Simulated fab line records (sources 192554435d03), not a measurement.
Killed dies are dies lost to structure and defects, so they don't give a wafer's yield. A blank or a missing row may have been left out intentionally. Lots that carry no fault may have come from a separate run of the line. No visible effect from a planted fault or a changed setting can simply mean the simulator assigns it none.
Chamber matching :: flow n5-finfet :: rie-diel-03 running N5_BEOL_M4_ETCH_74: 4 sister chambers
The step etches underlayer in N2/H2, target depth 6.5 nm, time 5.2 s. 18 wafers are shown with their chamber, then 9 later ones without.

## WAFERS WITH THEIR CHAMBER
wafer: L074.1
chamber: 0
showerhead-plenum-p-Torr (Torr): 2.44
drypump-motor-current-A (A): 5.7
oes-product-au (a.u.): 0.63

wafer: L074.2
chamber: 3
showerhead-plenum-p-Torr (Torr): 2.52
drypump-motor-current-A (A): 5.3
oes-product-au (a.u.): 0.60

wafer: L074.5
chamber: 3
showerhead-plenum-p-Torr (Torr): 2.52
drypump-motor-current-A (A): 5.3
oes-product-au (a.u.): 0.59

wafer: L079.1
chamber: 2
showerhead-plenum-p-Torr (Torr): 2.70
drypump-motor-current-A (A): 5.8
oes-product-au (a.u.): 0.77

wafer: L079.4
chamber: 1
showerhead-plenum-p-Torr (Torr): 2.50
drypump-motor-current-A (A): 5.4
oes-product-au (a.u.): 0.86

wafer: L079.5
chamber: 1
showerhead-plenum-p-Torr (Torr): 2.50
drypump-motor-current-A (A): 5.5
oes-product-au (a.u.): 0.86

wafer: L080.1
chamber: 0
showerhead-plenum-p-Torr (Torr): 2.43
drypump-motor-current-A (A): 5.7
oes-product-au (a.u.): 0.62

wafer: L080.5
chamber: 2
showerhead-plenum-p-Torr (Torr): 2.69
drypump-motor-current-A (A): 5.8
oes-product-au (a.u.): 0.75

wafer: L080.6
chamber: 1
showerhead-plenum-p-Torr (Torr): 2.50
drypump-motor-current-A (A): 5.5
oes-product-au (a.u.): 0.85

wafer: L081.4
chamber: 2
showerhead-plenum-p-Torr (Torr): 2.69
drypump-motor-current-A (A): 5.8
oes-product-au (a.u.): 0.74

wafer: L081.5
chamber: 3
showerhead-plenum-p-Torr (Torr): 2.51
drypump-motor-current-A (A): 5.3
oes-product-au (a.u.): 0.58

wafer: L081.6
chamber: 0
showerhead-plenum-p-Torr (Torr): 2.43
drypump-motor-current-A (A): 5.7
oes-product-au (a.u.): 0.62

wafer: L083.4
chamber: 3
showerhead-plenum-p-Torr (Torr): 2.51
drypump-motor-current-A (A): 5.3
oes-product-au (a.u.): 0.60

wafer: L083.5
chamber: 0
showerhead-plenum-p-Torr (Torr): 2.43
drypump-motor-current-A (A): 5.7
oes-product-au (a.u.): 0.62

wafer: L083.6
chamber: 3
showerhead-plenum-p-Torr (Torr): 2.51
drypump-motor-current-A (A): 5.3
oes-product-au (a.u.): 0.57

wafer: L085.2
chamber: 3
showerhead-plenum-p-Torr (Torr): 2.50
drypump-motor-current-A (A): 5.3
oes-product-au (a.u.): 0.58

wafer: L085.3
chamber: 0
showerhead-plenum-p-Torr (Torr): 2.43
drypump-motor-current-A (A): 5.7
oes-product-au (a.u.): 0.61

wafer: L085.5
chamber: 2
showerhead-plenum-p-Torr (Torr): 2.69
drypump-motor-current-A (A): 5.8
oes-product-au (a.u.): 0.75

SIGNATURES (means of the wafers above)
reading: showerhead-plenum-p-Torr
chamber 0: 2.4320
chamber 1: 2.5000
chamber 2: 2.6925
chamber 3: 2.5117
scatter within a chamber: 0.0056

reading: drypump-motor-current-A
chamber 0: 5.700
chamber 1: 5.467
chamber 2: 5.800
chamber 3: 5.300
scatter within a chamber: 0.0218

reading: oes-product-au
chamber 0: 0.6200
chamber 1: 0.8567
chamber 2: 0.7525
chamber 3: 0.5867
scatter within a chamber: 0.0103
Rule: distance of a wafer from a chamber = root of the sum over the readings of ((wafer's reading minus chamber's mean) / reading's scatter) squared. If the next closest chamber is less than 2 further off than the closest, the wafer can't be placed; otherwise it belongs to the closest. The scatter: take each reading less its chamber's mean, square it, sum over the shown wafers, divide by the number of wafers less the number of chambers, and take the root.

## WAFERS WITHOUT THEIR CHAMBER
wafer: L093.1
showerhead-plenum-p-Torr (Torr): 2.48
drypump-motor-current-A (A): 5.4
oes-product-au (a.u.): 0.77

wafer: L093.4
showerhead-plenum-p-Torr (Torr): 2.68
drypump-motor-current-A (A): 5.8
oes-product-au (a.u.): 0.73

wafer: L093.5
showerhead-plenum-p-Torr (Torr): 2.42
drypump-motor-current-A (A): 5.7
oes-product-au (a.u.): 0.59

wafer: L094.1
showerhead-plenum-p-Torr (Torr): 2.41
drypump-motor-current-A (A): 5.7
oes-product-au (a.u.): 0.59

wafer: L094.2
showerhead-plenum-p-Torr (Torr): 2.68
drypump-motor-current-A (A): 5.8
oes-product-au (a.u.): 0.71

wafer: L094.4
showerhead-plenum-p-Torr (Torr): 2.48
drypump-motor-current-A (A): 5.5
oes-product-au (a.u.): 0.76

wafer: L097.1
showerhead-plenum-p-Torr (Torr): 2.67
drypump-motor-current-A (A): 5.8
oes-product-au (a.u.): 0.69

wafer: L097.2
showerhead-plenum-p-Torr (Torr): 2.48
drypump-motor-current-A (A): 5.5
oes-product-au (a.u.): 0.75

wafer: L097.6
showerhead-plenum-p-Torr (Torr): 2.67
drypump-motor-current-A (A): 5.8
oes-product-au (a.u.): 0.71

## THE CHAMBER EACH PASSED THROUGH
wafer: L093.1
from the rows above: 1
in truth: 1

wafer: L093.4
from the rows above: 2
in truth: 2

wafer: L093.5
from the rows above: 0
in truth: 0

wafer: L094.1
from the rows above: 0
in truth: 0

wafer: L094.2
from the rows above: 2
in truth: 2

wafer: L094.4
from the rows above: 1
in truth: 1

wafer: L097.1
from the rows above: 2
in truth: 2

wafer: L097.2
from the rows above: 1
in truth: 1

wafer: L097.6
from the rows above: 2
in truth: 2
Correct placement for 9 of the 9. Not placeable from these rows: 0. 0 placed wrongly.
